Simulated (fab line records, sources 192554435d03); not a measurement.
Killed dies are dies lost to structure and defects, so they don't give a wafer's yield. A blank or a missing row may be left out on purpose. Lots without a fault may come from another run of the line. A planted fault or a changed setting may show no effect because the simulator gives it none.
Problem report in the 8D (eight disciplines) form, filled by code | flow n5_finfet | the parts of the form that need people (team, actions taken, sign-off) are left out

1. THE PROBLEM
killed_at_front_end at N5_PASSIVATION_PROBE_49 reads a mean of 146 on 2 wafers of 2 lots; wafers without a fault read 42 with a standard deviation of 12. That is +8.6 standard deviations from the usual mean.
First seen on wafer L602.2, day 15 15:37, on prober-01. The record holds 6 wafers of 2 lots with a number at this step. Rule for "out", or "out of limits": more than 4 standard deviations from the usual mean. The other wafers with a number count as sound.

2. WHAT IT IS AND WHAT IT IS NOT
question                    | is                                                                 | is not
which readings at this step | killed_at_front_end, killed_dies, sort_bin_5_function, sort_n_pass | killed_at_M0_to_M3, killed_at_M4_up, killed_at_contacts, killed_at_other, killed_short, sort_bin_8_speed
which lots                  | L602, L604                                                         | -
which wafers of those lots  | L602.2, L604.1                                                     | L602.1, L602.3, L604.4, L604.5
read on which tools         | prober-01, prober-02                                               | -
when                        | from day 15 15:37                                                  | up to then (1 sound wafer); but 3 sound wafers of L602, L604 came after

3. SUSPECTS, AND WHAT RULES EACH OUT
Counting: a tool at a process step up to the reading stays a suspect if it ran every lot that is out. Sound lots after the first of them don't rule it out here, since some wafers of a struck lot are sound.
- rie_diel-05 at N5_HKMG_FIN_ETCH_86 (etches SOC in N2/H2, stops on TiN, target depth 393.2 nm): kept. It ran every lot that is out, first L602 (day 7 06:21).
- pvd_sputter-01 at N5_PASSIVATION_PRE_CLEAN_19: kept. It ran every lot that is out, first L602 (day 15 08:22).
- Within rie_diel-05 at N5_HKMG_FIN_ETCH_86: the wafers that are out ran in chamber 3; their sound lot-mates ran in chambers 0, 1, 2.
Left after counting: rie_diel-05 at N5_HKMG_FIN_ETCH_86, pvd_sputter-01 at N5_PASSIVATION_PRE_CLEAN_19.

4. THE CAUSE (what the simulator had put in)
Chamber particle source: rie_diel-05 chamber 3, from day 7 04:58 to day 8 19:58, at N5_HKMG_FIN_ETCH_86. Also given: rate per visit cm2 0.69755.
Counting left 2 suspects, and this tool is among them.

5. THE CHAIN OF EFFECTS, in route order
Each row: a reading whose mean over the struck wafers that have a number lies more than 3 standard deviations from the usual. Only readings for which the record gives a usual standard deviation are gone through. hours: the time from each lot's start at the first step in this table that gives one to its start at this step, as a median over the lots. sigmas: the change in usual standard deviations.
hours | step                    | reading              | usual  | on struck wafers | change | sigmas
0     | N5_PASSIVATION_PROBE_49 | defect_limited_yield | 91.0 % | 83.8             | -7.2   | -4.8
0     | N5_PASSIVATION_PROBE_49 | killed_at_front_end  | 42     | 146              | +104   | +8.6
0     | N5_PASSIVATION_PROBE_49 | killed_dies          | 106    | 190              | +84    | +5.0
0     | N5_PASSIVATION_PROBE_49 | sort_bin_5_function  | 5.2 %  | 9.6              | +4.4   | +4.6
0     | N5_PASSIVATION_PROBE_49 | sort_n_pass          | 1074   | 990              | -84    | -5.0
0     | N5_PASSIVATION_PROBE_49 | sort_yield_pct       | 91.0 % | 83.8             | -7.2   | -4.8
The process steps in it:
- N5_PASSIVATION_PROBE_49

6. WHAT WOULD HAVE CAUGHT IT SOONER
In this record the first reading out of limits was taken at day 15 15:37, 203 hours after the fault began at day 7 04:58.
Of the tool readings at N5_HKMG_FIN_ETCH_86 for which the record gives a usual standard deviation, none was out on any struck wafer, so an alarm limit of 4 standard deviations on them would not have fired.
All the lots that are out (2) had begun N5_HKMG_FIN_ETCH_86 on rie_diel-05 by day 15 15:37. A hold on the tool at that time would have spared none of them.
